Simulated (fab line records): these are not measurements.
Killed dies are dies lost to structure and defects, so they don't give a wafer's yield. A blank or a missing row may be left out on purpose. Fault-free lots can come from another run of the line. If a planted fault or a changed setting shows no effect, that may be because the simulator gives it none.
Comparing a struck lot with a sound one | flow nandHarc | 15 steps out of a route of 1159
Sound: wafers L664.2, L664.3, L664.4. The struck wafers were L675.2, L675.3, L675.4. Last of all comes the cause.
At each step with rows: each side's tool, then ch and its chambers, then its first start. Under that, the readings that differ: sound wafers | struck wafers | difference of the means | sigmas: that difference in standard deviations of wafers without a fault.
alike: readings whose means differ by less than 2 such deviations, and words and numbers that are the same on both sides. not compared: withheld readings, readings that some wafer has no value for, bounds like >300 that may hide the same value, and numbers for which the record gives no deviation and whose values overlap.
A row with sigmas, a row that says differs or no value, or rows on one side alone: a step with any of these is where the two part. Numbers that have no deviation but don't overlap get no sigmas and don't part them. A reading that every wafer of one side lacks parts them only if that side has two wafers or more.

NHARC_P_M2_INSPECT_11:
  struck on defectInspect-01, day 11 03:16; sound on defectInspect-01, day 8 06:20
  alike: rawDefectCount
NHARC_P_M2_DESCUM_14: chemistry O2, time 3 s.
  sound on rieDiel-06 ch 1,2,3, day 8 06:23; struck on rieDiel-13 ch 0,1,2, day 11 03:25
reading             | sound    | struck   | difference | sigmas
rfHoursCounterH (h) | 16 23 15 | 60 55 60 | +40        | 
  alike: drypumpMotorCurrentA, oesProductAu, rfVppV, showerheadPlenumPTorr, throttleValvePct
NHARC_P_M2_ETCH_35: etches the open film in N2/H2, target depth 40 nm, overetch 12 nm, time 43.94 s.
  sound on rieDiel-06 ch 1,2,3, day 8 06:29; struck on rieDiel-13 ch 0,2,3, day 11 03:29
  alike: drypumpMotorCurrentA, oesProductAu, rfVppV, showerheadPlenumPTorr, throttleValvePct
  not compared: rfHoursCounterH
then, 1 step without rows for these wafers: NHARC_P_M2_ETCH_15 (etches the open film in C4F8/Ar, target depth 182.5 nm, time 91.2 s).
NHARC_P_M2_CD_MEAS_16:
  struck on cdSem-03, day 11 03:43; sound on cdSem-02, day 8 06:42
  alike: cdNm
then, 1 step without rows for these wafers: NHARC_P_M2_STRIP_18 (strips in N2/H2).
NHARC_P_M2_ETCH_28: etches the open film in CF4/N2, target depth 30 nm, time 72.99 s.
  sound on rieDiel-06 ch 1,2,3; struck on rieDiel-02 ch 0,2,3
reading             | sound    | struck | difference | sigmas
rfHoursCounterH (h) | 23 15 16 | 3 3 3  | -15        | 
  alike: drypumpMotorCurrentA, oesProductAu, rfVppV, showerheadPlenumPTorr, throttleValvePct
then, 1 step without rows for these wafers: NHARC_P_M2_STRIP_19 (strips in post etch residue remover, time 600 s).
NHARC_P_M2_DEGAS_29: time 60 s.
  struck on pvdSputter-02, day 11 04:26; sound on pvdSputter-01, day 8 07:26
  alike: heaterPowerW
NHARC_P_M2_PRE_CLEAN_30: time 30 s.
  sound on pvdSputter-01; struck on pvdSputter-02
  alike: heaterPowerW
then, 2 steps without rows for these wafers: NHARC_P_M2_PVD_20 (deposits TaN, target thk 5 nm, time 8.06 s); NHARC_P_M2_PVD_21 (deposits Cu, target thk 30 nm, time 20.49 s).
NHARC_P_M2_ECD_22: material Cu, target thk 400 nm.
  sound on ecdCu-01 ch 0,1, day 8 07:50; struck on ecdCu-01 ch 0,1, day 11 04:51
reading             | sound             | struck            | difference | sigmas
bathHeatDutyPct (%) | 5.3 6.3 6.3       | 8.0 7.2 6.5       | +1.3       | +3
bathTempC (C)       | 24.97 25.11 24.93 | 26.08 25.85 25.91 | +0.94      | +10
then, 1 step without rows for these wafers: NHARC_P_M2_ANNEAL_31 (time 90 s).
NHARC_END_SORT_01:
  the record has rows for the sound wafers here (prober-02 ch 0, day 21 21:44) and none for the struck ones

## WHERE THEY PART
At NHARC_P_M2_ECD_22 first; at NHARC_END_SORT_01 last (within this record only).

WHY: what the simulator had put in
Drift in process parameters on ecdCu-01 at NHARC_P_M2_ECD_22, starting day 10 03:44. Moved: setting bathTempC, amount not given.
